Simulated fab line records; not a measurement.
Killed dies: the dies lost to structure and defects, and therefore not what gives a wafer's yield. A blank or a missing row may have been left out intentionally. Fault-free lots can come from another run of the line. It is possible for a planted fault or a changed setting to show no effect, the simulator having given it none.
Matching of chambers | flow n5_finfet | N5_SD_EPI_P_DESCUM_14 on rie_diel-03: 4 sister chambers
The step chemistry O2, time 7.9 s. 18 wafers are shown with their chamber, then 9 later ones without.

WAFERS, EACH WITH ITS CHAMBER
wafer  | chamber | drypump_motor_current_A (A) | showerhead_plenum_p_Torr (Torr) | throttle_valve_pct (%)
L076.2 | 3       | 5.8                         | 2.20                            | 20.43
L076.3 | 1       | 5.2                         | 2.11                            | 20.66
L076.5 | 3       | 5.8                         | 2.20                            | 20.44
L077.2 | 0       | 5.3                         | 2.09                            | 20.62
L077.5 | 2       | 6.4                         | 2.18                            | 20.13
L077.6 | 3       | 5.8                         | 2.20                            | 20.45
L083.2 | 1       | 5.2                         | 2.10                            | 20.68
L083.4 | 3       | 5.8                         | 2.20                            | 20.44
L083.5 | 3       | 5.9                         | 2.20                            | 20.46
L084.2 | 2       | 6.4                         | 2.17                            | 20.16
L084.5 | 1       | 5.2                         | 2.10                            | 20.68
L084.6 | 2       | 6.4                         | 2.17                            | 20.14
L085.2 | 0       | 5.3                         | 2.09                            | 20.65
L085.3 | 3       | 5.9                         | 2.20                            | 20.47
L085.4 | 1       | 5.2                         | 2.10                            | 20.68
L086.1 | 3       | 5.8                         | 2.20                            | 20.47
L086.3 | 1       | 5.2                         | 2.10                            | 20.68
L086.4 | 0       | 5.3                         | 2.09                            | 20.64

SIGNATURES, as means of the wafers listed above
reading                  | chamber 0 | chamber 1 | chamber 2 | chamber 3 | scatter within a chamber
drypump_motor_current_A  | 5.300     | 5.200     | 6.400     | 5.829     | 0.0319
showerhead_plenum_p_Torr | 2.0900    | 2.1020    | 2.1733    | 2.2000    | 0.00324
throttle_valve_pct       | 20.6367   | 20.6760   | 20.1433   | 20.4514   | 0.014
Rule: a wafer lies at a distance from a chamber equal to the root of the sum of squares, over the readings, of (its reading less the chamber's mean, divided by the reading's scatter). The wafer belongs to the nearest chamber; if the next one is less than 2 further off, it can't be placed. How the scatter is found: for the shown wafers, subtract from each reading the mean of its chamber, square and add these, divide the total by (wafers less chambers), then take the root.

WAFERS WITH NO CHAMBER GIVEN
wafer  | drypump_motor_current_A (A) | showerhead_plenum_p_Torr (Torr) | throttle_valve_pct (%)
L087.4 | 6.4                         | 2.17                            | 20.16
L087.5 | 5.8                         | 2.20                            | 20.47
L087.6 | 5.3                         | 2.08                            | 20.65
L089.1 | 5.3                         | 2.08                            | 20.65
L089.3 | 6.4                         | 2.17                            | 20.15
L089.4 | 5.9                         | 2.19                            | 20.47
L095.1 | 6.4                         | 2.17                            | 20.18
L095.3 | 5.9                         | 2.19                            | 20.49
L095.4 | 5.2                         | 2.09                            | 20.71

WHICH CHAMBER EACH WENT THROUGH
wafer  | from the rows above     | in truth
L087.4 | 2                       | 2
L087.5 | 3                       | 3
L087.6 | 0                       | 0
L089.1 | 0                       | 0
L089.3 | 2                       | 2
L089.4 | 3                       | 3
L095.1 | 2                       | 2
L095.3 | 3                       | 3
L095.4 | can't be placed: 1 or 0 | 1
Correctly placed: 8 of 9. Unplaceable from these rows: 1, with the true chamber sitting among the candidates in 1. Number placed wrongly: 0.
